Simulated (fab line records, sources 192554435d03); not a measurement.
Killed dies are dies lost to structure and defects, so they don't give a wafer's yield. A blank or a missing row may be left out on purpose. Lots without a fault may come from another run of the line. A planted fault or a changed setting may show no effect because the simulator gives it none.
Split-lot experiment | flow n5_finfet | 7 lots, 21 wafers read, on a route of 1938 steps

THE SPLIT
At N5_WELL_APT_COAT_19 (resist thk 950 nm), the setting spin_rpm was moved away from the recipe's 1357 rpm on 9 of the 21 wafers read, by -9.0% to +9.2%. The other wafers ran this setting at the recipe's value.

The reading is taken at the split's own step.

THE READING
coat_of_WELL_APT_COAT_19.thk_nm (the simulator's own value, which no gauge read), in nm, at N5_WELL_APT_COAT_19 (resist thk 950 nm). The file gives no usual value for it. The 12 wafers here that ran the recipe average 949.3 nm, standard deviation 2.5 nm.

wafer  | tool, chamber at the split | spin_rpm as run, rpm | against the recipe | coat_of_WELL_APT_COAT_19.thk_nm, nm | against lot-mates on the recipe
L077.4 | litho_track-03, 0          | 1357                 | recipe             | 948.2                               | -
L077.5 | litho_track-03, 0          | 1444                 | +6.4%              | 920.5                               | -27.2
L077.6 | litho_track-03, 0          | 1357                 | recipe             | 947.3                               | -
L082.2 | litho_track-04, 0          | 1357                 | recipe             | 947.7                               | -
L082.5 | litho_track-04, 0          | 1357                 | recipe             | 950                                 | -
L082.6 | litho_track-04, 0          | 1357                 | recipe             | 947.6                               | -
L085.3 | litho_track-03, 0          | 1357                 | recipe             | 947.6                               | -
L085.4 | litho_track-03, 0          | 1421                 | +4.7%              | 926                                 | -21.6
L085.5 | litho_track-03, 0          | 1421                 | +4.7%              | 925                                 | -22.6
L087.3 | litho_track-01, 0          | 1409                 | +3.8%              | 931.1                               | -15.3
L087.4 | litho_track-01, 0          | 1357                 | recipe             | 946.4                               | -
L087.6 | litho_track-01, 0          | 1409                 | +3.8%              | 930.1                               | -16.3
L091.1 | litho_track-03, 0          | 1482                 | +9.2%              | 909.7                               | -39.0
L091.2 | litho_track-03, 0          | 1357                 | recipe             | 949.7                               | -
L091.3 | litho_track-03, 0          | 1357                 | recipe             | 947.6                               | -
L092.1 | litho_track-01, 0          | 1357                 | recipe             | 954.4                               | -
L092.3 | litho_track-01, 0          | 1357                 | recipe             | 952.9                               | -
L092.5 | litho_track-01, 0          | 1235                 | -9.0%              | 1001                                | +47.4
L095.1 | litho_track-03, 0          | 1434                 | +5.7%              | 928.3                               | -23.8
L095.2 | litho_track-03, 0          | 1434                 | +5.7%              | 921.7                               | -30.4
L095.5 | litho_track-03, 0          | 1357                 | recipe             | 952.1                               | -

THE FIT
A straight line over all 21 wafers: coat_of_WELL_APT_COAT_19.thk_nm changes by -4.91 nm for each +1% of spin_rpm; r = -0.99; the points scatter about the line by 3.2 nm.
The same after taking each lot's own level away (the mean of its wafers on the recipe; 21 wafers): -4.7 nm for each +1%; r = -0.99; scatter 2.1 nm.
On that fit, the largest move of spin_rpm shifts the reading by 43 nm.
The lots' own levels span 946.40 to 953.65 nm, that is 3.0 times the standard deviation above.
So the lot-to-lot level changes the slope little: the two slopes agree.
Check: with one of the wafers moved furthest among these (+9.2%) left out of the fit, the line predicts -43.7 nm for it against its lot-mates. It came out at -39 nm against them.

THE FILE'S OWN FIT
coat_of_WELL_APT_COAT_19.thk_nm changes by -4.63 nm for each +1% of spin_rpm, r = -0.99.
